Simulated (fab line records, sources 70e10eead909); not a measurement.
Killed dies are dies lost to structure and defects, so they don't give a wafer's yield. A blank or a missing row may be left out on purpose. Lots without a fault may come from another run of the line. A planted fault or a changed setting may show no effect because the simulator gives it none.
fab line records | flow nand_harc | part 2 of 2: steps 5 to 6 of 6
record lots=23 wafers=69 last_day=33
route steps=1302 shown A_CHANNEL_HOLE_D2@603 A_STAIRCASE@670
lots that met no fault: from a run of the same line without faults
start_h: hours from the record's first day to the start of the lot's first wafer shown | wait_h: hours since the lot's step before | " the same as in the row above | L1.1+2: a row that stands for several wafers | - no value, or no start given | * or withheld: withheld | < > ~ a bound
route shown NAME@n: a module of which the file shows steps, and the number in the route of the first | usual: mean/standard deviation of fault-free wafers | same: alike in all rows | chamber/n: place in a boat | sites: the reading at each site | _std_site: their standard deviation | _edge_site: outer sites' mean less inner sites' | radius_mm: how far each site lies from the wafer's centre | mask NAME#n: copy n | behind: the tool/chamber that last shaped the wafer | hold: why the lot was held/for how many hours/how that ended | device: the transistor (n, p or np) that didn't switch | end of line: the same wafers' tests at the end of the route | a step without rows: its recipe alone | killed: dies lost to structure and defects at the first sort, not the wafer's yield | map: a wafer's dies, x killed, . not, _ none there
set.NAME: the setting as run; set.NAME@STEP: as run at that earlier step | model.NAME: the simulator's own value behind a step, which no gauge read
steps of the route over a sample of lots; a table a step, a row a wafer
services: from which hour (start_h, from the record's first day; less than 0 if before it) a tool's chamber was out of use, for how many hours, and why
## steps
# step NHARC_A_STAIRCASE_TRIM_191
# recipe time_s=211.2 o2_flow_sccm=500 ar_flow_sccm=0 bias_w=0 chemistry=O2
# usual drypump_motor_current_A=5.7/0.36 oes_product_au=1.000/0.0066 rf_vpp_V=57.6/0.94 showerhead_plenum_p_Torr=3.46/0.15 throttle_valve_pct=17.037/0.0085
# columns lot.wafer tool chamber start_h wait_h drypump_motor_current_A oes_product_au rf_hours_counter_h rf_vpp_V showerhead_plenum_p_Torr throttle_valve_pct
L074.1 rie_diel-07 1 - - 5.7 0.998 13 58.1 3.45 17.036
L074.3 " 2 " " 5.4 0.987 13 55.6 3.37 17.042
L074.6 " 1 " " 5.7 0.999 - 58.4 3.45 17.042
L075.3 rie_diel-07 1 - - 5.7 1.002 25 57.8 3.44 17.050
L075.5 " 2 " " 5.4 1.001 - 57.3 3.37 17.031
L075.6 " 3 " " 5.5 1.017 - 57.3 3.52 17.042
L077.4 rie_diel-04 0 - - 5.6 1.003 10 57.9 3.29 17.035
L077.3 " 1 " " 5.7 1.009 9 58.6 3.80 17.048
L077.5 " 3 " " 6.3 0.999 - 58.7 3.50 17.037
L078.3 rie_diel-12 2 - - 6.1 0.986 39 56.8 3.36 17.044
L078.2 " 0 " " 6.6 1.006 40 56.7 3.36 17.041
L078.6 " 2 " " 6.1 0.999 - 57.8 3.36 17.044
L079.1 rie_diel-07 1 - - 5.7 0.998 37 56.9 3.43 17.030
L079.2 " 3 " " 5.5 1.005 38 57.9 3.52 17.037
L079.6 " 1 " " 5.7 0.990 - 57.4 3.43 17.019
L080.4 rie_diel-04 3 - - 6.3 1.004 19 57.9 3.49 17.043
L080.1 " 0 " " 5.6 0.999 18 56.6 3.28 17.029
L080.5 " 1 " " 5.7 1.007 - 58.9 3.80 17.038
L081.4 rie_diel-12 3 - - 5.7 1.001 53 55.7 3.41 17.052
L081.1 " 0 " " 6.6 1.012 46 57.3 3.36 17.035
L081.6 " 3 " " 5.8 1.004 - 57.6 3.41 17.025
L082.2 rie_diel-04 3 - - 6.3 1.006 26 58.1 3.49 17.026
L082.6 " 2 " " 5.7 0.991 - 57.3 3.53 17.026
L082.5 " 3 " " 6.3 0.999 - 57.6 3.49 17.031
L085.1 rie_diel-04 0 - - 5.6 1.001 28 55.6 3.28 17.041
L085.4 " 1 " " 5.8 1.000 32 59.8 3.79 17.039
L085.5 " 3 " " 6.3 1.007 - 56.2 3.48 17.038
L083.2 rie_diel-07 2 - - 5.4 1.007 55 59.1 3.35 17.027
L083.4 " 1 " " 5.7 0.988 53 57.5 3.43 17.029
L083.6 " 3 " " 5.5 0.993 - 57.4 3.51 17.021
L084.4 rie_diel-07 3 - - 5.5 1.008 51 58.8 3.51 17.048
L084.3 " 0 " " 5.4 1.011 49 56.8 3.27 17.030
L084.5 " 2 " " 5.4 0.999 - 56.9 3.35 17.044
L086.2 rie_diel-04 0 - - 5.6 1.001 33 55.7 3.28 17.039
L086.3 " 1 " " 5.7 1.012 40 57.8 3.79 17.037
L086.4 " 1 " " 5.7 1.003 - 57.6 3.78 17.032
L087.3 rie_diel-07 0 - - 5.4 0.995 4 58.4 3.81 17.045
L087.2 " 2 " " 5.4 1.003 3 57.6 3.35 17.039
L087.4 " 3 " " 5.5 0.991 4 58.3 3.51 17.047
L088.4 rie_diel-07 1 - - 5.7 0.994 9 57.6 3.42 17.041
L088.3 " 2 " " 5.4 0.992 9 57.7 3.35 17.044
L088.6 " 2 " " 5.4 0.988 - 57.3 3.34 17.024
L089.4 rie_diel-12 3 - - 5.8 0.998 19 57.6 3.39 17.038
L089.6 " 2 " " 6.0 1.002 - 59.0 3.34 17.045
L089.5 " 3 " " 5.8 0.998 - 56.7 3.39 17.047
L091.2 rie_diel-07 0 - - 5.5 1.001 14 58.2 3.80 17.045
L091.3 " 3 " " 5.5 1.001 13 58.3 3.50 17.034
L091.5 " 0 " " 5.5 1.002 - 58.2 3.80 17.033
L090.4 rie_diel-12 2 - - 6.1 1.003 25 58.4 3.34 17.032
L090.1 " 0 " " 6.6 1.012 23 56.7 3.34 17.060
L090.6 " 2 " " 6.1 1.002 - 55.7 3.34 17.035
L092.3 rie_diel-12 2 - - 6.1 1.001 29 57.2 3.34 17.018
L092.4 " 0 " " 6.6 1.020 34 57.0 3.34 17.038
L092.5 " 3 " " 5.8 1.005 - 56.4 3.39 17.045
L093.2 rie_diel-12 3 - - 5.7 1.006 34 57.4 3.39 17.041
L093.3 " 0 " " 6.6 1.011 36 56.9 3.33 17.038
L093.1 " 1 " " 5.2 0.990 34 57.3 3.43 17.047
L094.2 rie_diel-04 3 - - 6.3 1.001 9 59.0 3.46 17.058
L094.3 " 0 " " 5.6 0.998 9 57.8 3.80 17.040
L094.5 " 0 " " 5.6 1.003 - 58.3 3.80 17.020
L095.3 rie_diel-12 3 - - 5.7 1.002 41 57.7 3.38 17.050
L095.5 " 1 " " 5.1 1.002 - 57.6 3.43 17.029
L095.6 " 2 " " 6.1 1.003 - 57.3 3.34 17.023
L097.3 rie_diel-07 0 - - 5.5 0.990 34 60.4 3.79 17.033
L097.6 " 0 " " 5.5 1.000 - 58.4 3.79 17.037
L097.5 " 1 " " 5.7 0.989 - 58.6 3.41 17.030
L096.2 rie_diel-07 0 - - 5.4 0.997 35 58.0 3.79 17.039
L096.3 " 1 " " 5.7 1.000 33 59.3 3.41 17.048
L096.6 " 2 " " 5.4 0.990 - 57.3 3.33 17.045
# step NHARC_A_STAIRCASE_TRIM_193
# recipe time_s=211.2 o2_flow_sccm=500 ar_flow_sccm=0 bias_w=0 chemistry=O2
# usual drypump_motor_current_A=5.7/0.38 oes_product_au=0.999/0.0068 rf_vpp_V=57.8/0.9 showerhead_plenum_p_Torr=3.46/0.15 throttle_valve_pct=17.036/0.0087
# columns lot.wafer tool chamber start_h wait_h drypump_motor_current_A oes_product_au rf_hours_counter_h rf_vpp_V showerhead_plenum_p_Torr throttle_valve_pct
L074.3 rie_diel-07 3 - - 5.5 1.003 15 58.6 3.53 17.034
L074.1 " 0 " " 5.5 1.001 14 55.3 3.29 17.042
L074.6 " 1 " " 5.7 0.996 - 57.3 3.45 17.040
L075.3 rie_diel-07 2 - - 5.4 1.004 26 57.7 3.37 17.033
L075.6 " 0 " " 5.5 0.997 - 58.9 3.28 17.049
L075.5 " 1 " " 5.7 0.989 - 56.5 3.44 17.034
L077.3 rie_diel-04 2 - - 5.7 0.998 10 56.0 3.53 17.034
L077.4 " 1 " " 5.7 1.006 9 57.8 3.80 17.049
L077.5 " 2 " " 5.7 0.988 - 57.7 3.53 17.046
L078.3 rie_diel-12 3 - - 5.8 0.989 46 58.2 3.41 17.038
L078.2 " 2 " " 6.1 0.993 39 59.0 3.36 17.043
L078.6 " 0 " " 6.6 0.994 - 56.6 3.36 17.031
L079.2 rie_diel-07 1 - - 5.7 0.998 38 57.5 3.43 17.033
L079.1 " 2 " " 5.4 1.003 39 57.6 3.36 17.019
L079.6 " 2 " " 5.4 1.009 - 57.6 3.36 17.037
L080.1 rie_diel-04 1 - - 5.7 1.002 18 58.6 3.80 17.026
L080.4 " 2 " " 5.7 1.000 19 58.2 3.53 17.041
L080.5 " 0 " " 5.6 1.006 - 57.1 3.28 17.048
L081.1 rie_diel-12 3 - - 5.8 0.997 53 57.9 3.41 17.018
L081.4 " 2 " " 6.1 1.000 46 57.9 3.36 17.036
L081.6 " 0 " " 6.6 0.996 - 57.2 3.36 17.039
L082.2 rie_diel-04 3 - - 6.3 1.001 26 58.8 3.49 17.037
L082.6 " 0 " " 5.6 1.008 - 58.0 3.28 17.026
L082.5 " 1 " " 5.8 1.008 - 58.0 3.79 17.041
L085.1 rie_diel-04 3 - - 6.3 1.005 32 58.4 3.48 17.052
L085.4 " 1 " " 5.7 1.010 32 57.6 3.79 17.041
L085.5 " 2 " " 5.7 0.993 - 58.6 3.52 17.038
L083.4 rie_diel-07 1 - - 5.7 0.997 53 58.6 3.42 17.041
L083.2 " 0 " " 5.4 0.998 48 57.4 3.27 17.025
L083.6 " 1 " " 5.7 0.987 - 56.8 3.43 17.046
L084.3 rie_diel-07 3 - - 5.5 0.989 51 56.5 3.51 17.035
L084.4 " 0 " " 5.4 0.998 49 57.7 3.27 17.042
L084.5 " 0 " " 5.5 0.996 - 57.5 3.27 17.034
L086.2 rie_diel-04 1 - - 5.8 0.990 41 59.8 3.78 17.043
L086.3 " 0 " " 5.6 1.006 33 57.9 3.28 17.031
L086.4 " 3 " " 6.3 0.990 - 57.0 3.48 17.035
L087.3 rie_diel-07 2 - - 5.4 1.002 4 58.2 3.35 17.031
L087.4 " 3 " " 5.5 0.999 4 58.9 3.51 17.023
L087.2 " 1 " " 5.7 1.000 3 57.8 3.42 17.021
L088.4 rie_diel-07 3 - - 5.5 1.007 9 57.2 3.50 17.019
L088.3 " 1 " " 5.7 0.999 9 58.9 3.42 17.030
L088.6 " 3 " " 5.5 1.010 - 58.7 3.50 17.040
L089.4 rie_diel-12 0 - - 6.6 1.004 21 56.5 3.34 17.044
L089.6 " 2 " " 6.0 0.998 - 57.5 3.34 17.034
L089.5 " 3 " " 5.7 1.001 - 58.5 3.39 17.036
L091.2 rie_diel-07 3 - - 5.5 0.998 13 57.8 3.50 17.028
L091.3 " 1 " " 5.7 1.006 14 56.7 3.42 17.035
L091.5 " 0 " " 5.5 1.001 - 59.1 3.80 17.040
L090.4 rie_diel-12 2 - - 6.1 1.007 25 57.2 3.34 17.037
L090.1 " 0 " " 6.6 1.007 23 57.2 3.34 17.037
L090.6 " 2 " " 6.1 0.997 - 58.8 3.34 17.037
L092.3 rie_diel-12 1 - - 5.1 0.991 33 57.7 3.43 17.034
L092.4 " 3 " " 5.7 1.001 33 56.8 3.39 17.035
L092.5 " 1 " " 5.2 0.997 - 57.7 3.43 17.037
L093.2 rie_diel-12 0 - - 6.6 1.010 36 58.5 3.33 17.024
L093.1 " 2 " " 6.1 1.006 31 58.5 3.34 17.028
L093.3 " 3 " " 5.7 0.996 34 57.4 3.39 17.031
L094.3 rie_diel-04 2 - - 5.7 0.992 8 58.7 3.51 17.027
L094.2 " 1 " " 5.7 0.995 8 57.8 3.77 17.038
L094.5 " 2 " " 5.7 0.991 - 57.7 3.51 17.029
L095.3 rie_diel-12 2 - - 6.0 1.005 38 58.4 3.34 17.046
L095.5 " 1 " " 5.2 1.008 - 57.7 3.43 17.035
L095.6 " 2 " " 6.0 1.011 - 56.4 3.33 17.039
L097.3 rie_diel-07 1 - - 5.7 1.004 33 57.6 3.41 17.035
L097.6 " 0 " " 5.4 1.001 - 57.6 3.79 17.039
L097.5 " 1 " " 5.7 0.993 - 57.5 3.41 17.028
L096.3 rie_diel-07 3 - - 5.5 0.992 33 58.3 3.49 17.059
L096.2 " 0 " " 5.4 1.005 35 57.5 3.79 17.041
L096.6 " 0 " " 5.5 1.006 - 59.5 3.79 17.052
## services
# columns tool chamber start_h hours kind
rie_diel-07 0 278.31 7.7 repair
rie_diel-07 - 294.29 9.0 pm
rie_diel-06 - 307.26 9.0 pm
plasma_asher-02 - 310.06 0.4 repair
rie_diel-04 0 325.68 1.2 repair
rie_diel-04 - 355.15 9.0 pm
rie_diel-04 3 404.45 2.5 repair
plasma_asher-02 - 426.00 9.0 pm
rie_diel-04 0 426.04 3.4 repair
rie_diel-12 2 438.16 1.7 repair
rie_diel-12 - 446.18 9.0 pm
rie_diel-04 3 449.41 4.5 repair
rie_diel-06 - 451.63 1.1 repair
rie_diel-07 - 458.35 0.2 repair
rie_diel-04 0 461.58 9.0 repair
rie_diel-07 - 471.32 9.0 pm
rie_diel-06 - 484.26 9.0 pm
rie_diel-12 3 485.08 3.3 repair
rie_diel-12 0 513.71 4.4 repair
rie_diel-07 2 523.08 4.5 repair
rie_diel-12 2 530.79 7.1 repair
rie_diel-04 - 532.15 9.0 pm
rie_diel-04 1 558.39 3.9 repair
rie_diel-06 0 561.75 9.6 repair
